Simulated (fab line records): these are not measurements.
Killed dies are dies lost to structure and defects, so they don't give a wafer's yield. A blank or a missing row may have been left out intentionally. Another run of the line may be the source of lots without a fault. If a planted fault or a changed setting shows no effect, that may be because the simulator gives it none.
Lot-split experiment | flow n5 finfet | 21 wafers read across 7 lots, on a route 1938 steps long

ABOUT THE SPLIT
At N5_MOL_CONTACT_COAG_ETCH_91 (etches SOC in N2/H2, target depth 60 nm, overetch 21 nm, time 101.2 s), the setting time s was moved away from the recipe's 101.2 s on 8 of the 21 wafers read, by +7.8% to +20.6%. For the rest of the wafers, this setting stayed at what the recipe calls for.

Reading taken at the split's own step.

THE READING
SiARC_of_MOL_CONTACT_COAG_COAT_76.thk nm (the simulator's own value, which no gauge read), in nm, at N5_MOL_CONTACT_COAG_ETCH_91 (etches SOC in N2/H2, target depth 60 nm, overetch 21 nm, time 101.2 s). The file gives no usual value for it. Average 5.8 nm, standard deviation 0.13 nm, over the 13 wafers here run with the recipe.

wafer  | tool, chamber at the split | time s as run, s | against the recipe | SiARC_of_MOL_CONTACT_COAG_COAT_76.thk nm, nm | against lot-mates on the recipe
L074.1 | rie diel-06, 2,3,2         | 101.2            | recipe             | 5.8                                          | -
L074.2 | rie diel-06, 2,3,2         | 101.2            | recipe             | 5.8                                          | -
L074.6 | rie diel-06, 2,3,2         | 101.2            | recipe             | 5.8                                          | -
L075.1 | rie diel-03, 1,0           | 101.2            | recipe             | 6                                            | -
L075.3 | rie diel-03, 1,0           | 101.2            | recipe             | 6                                            | -
L075.2 | rie diel-03, 2             | 101.2            | recipe             | 5.8                                          | -
L082.2 | rie diel-06, 1             | 118              | +16.6%             | 5                                            | -0.6
L082.3 | rie diel-06, 3,1           | 101.2            | recipe             | 5.6                                          | -
L082.5 | rie diel-06, 3,1           | 101.2            | recipe             | 5.6                                          | -
L084.2 | rie diel-03, 2             | 101.2            | recipe             | 5.8                                          | -
L084.6 | rie diel-03, 2             | 101.2            | recipe             | 5.8                                          | -
L084.3 | rie diel-03, 1             | 114.1            | +12.7%             | 5.4                                          | -0.4
L085.1 | rie diel-03, 3,1           | 114.9            | +13.5%             | 5.4                                          | no lot-mate on the recipe
L085.6 | rie diel-03, 3,1           | 114.9            | +13.5%             | 5.4                                          | no lot-mate on the recipe
L085.4 | rie diel-03, 0             | 114.9            | +13.5%             | 5.2                                          | no lot-mate on the recipe
L087.1 | rie diel-03, 1,0           | 109.1            | +7.8%              | 5.6                                          | -0.4
L087.2 | rie diel-03, 1,0           | 109.1            | +7.8%              | 5.6                                          | -0.4
L087.5 | rie diel-03, 2             | 101.2            | recipe             | 6                                            | -
L097.1 | rie diel-03, 2             | 101.2            | recipe             | 5.8                                          | -
L097.2 | rie diel-03, 3             | 122              | +20.6%             | 5.2                                          | -0.7
L097.5 | rie diel-03, 1             | 101.2            | recipe             | 6                                            | -
Rows listing several chambers each stand for several wafers; the file does not say which wafer went through which chamber.

THE FIT
A straight line over all 21 wafers: SiARC_of_MOL_CONTACT_COAG_COAT_76.thk nm changes by -0.0368 nm for each +1% of time s; r = -0.90; the points scatter about the line by 0.13 nm.
The same after taking each lot's own level away (the mean of its wafers on the recipe; 18 wafers): -0.0357 nm for each +1%; r = -0.96; scatter 0.07 nm.
The reading moves by 0.73 nm for the largest change in time s, on that fit.
From 5.60 to 6.00 nm: that is the span of the lots' own levels, equal to 3.0 times the standard deviation above.
Consequently the slope shifts little with the lot-to-lot level, the two slopes agreeing.
Check: for one of the wafers moved furthest among these (+20.6%), held out of the fit, the line's prediction against its lot-mates is -0.778 nm. Against them it came out at -0.7 nm.

ADDITIONAL SPLITS CARRIED BY THESE WAFERS
These wafers also went through other splits before the reading. Each is held against what the fit with the lots' levels taken away leaves over:
other split on the same wafers        | wafers away from the commonest value | r with SiARC_of_MOL_CONTACT_COAG_COAT_76.thk nm (lot level and that fit taken away)
N5_GATE_CUT_COAT_34 spin rpm          | 6                                    | +0.33
N5_MOL_CONTACT_COAG_EXPOSE_05 dose mj | 6                                    | -0.09

THE FILE'S OWN FIT
SiARC_of_MOL_CONTACT_COAG_COAT_76.thk nm changes by -0.0353 nm for each +1% of time s, r = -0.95.
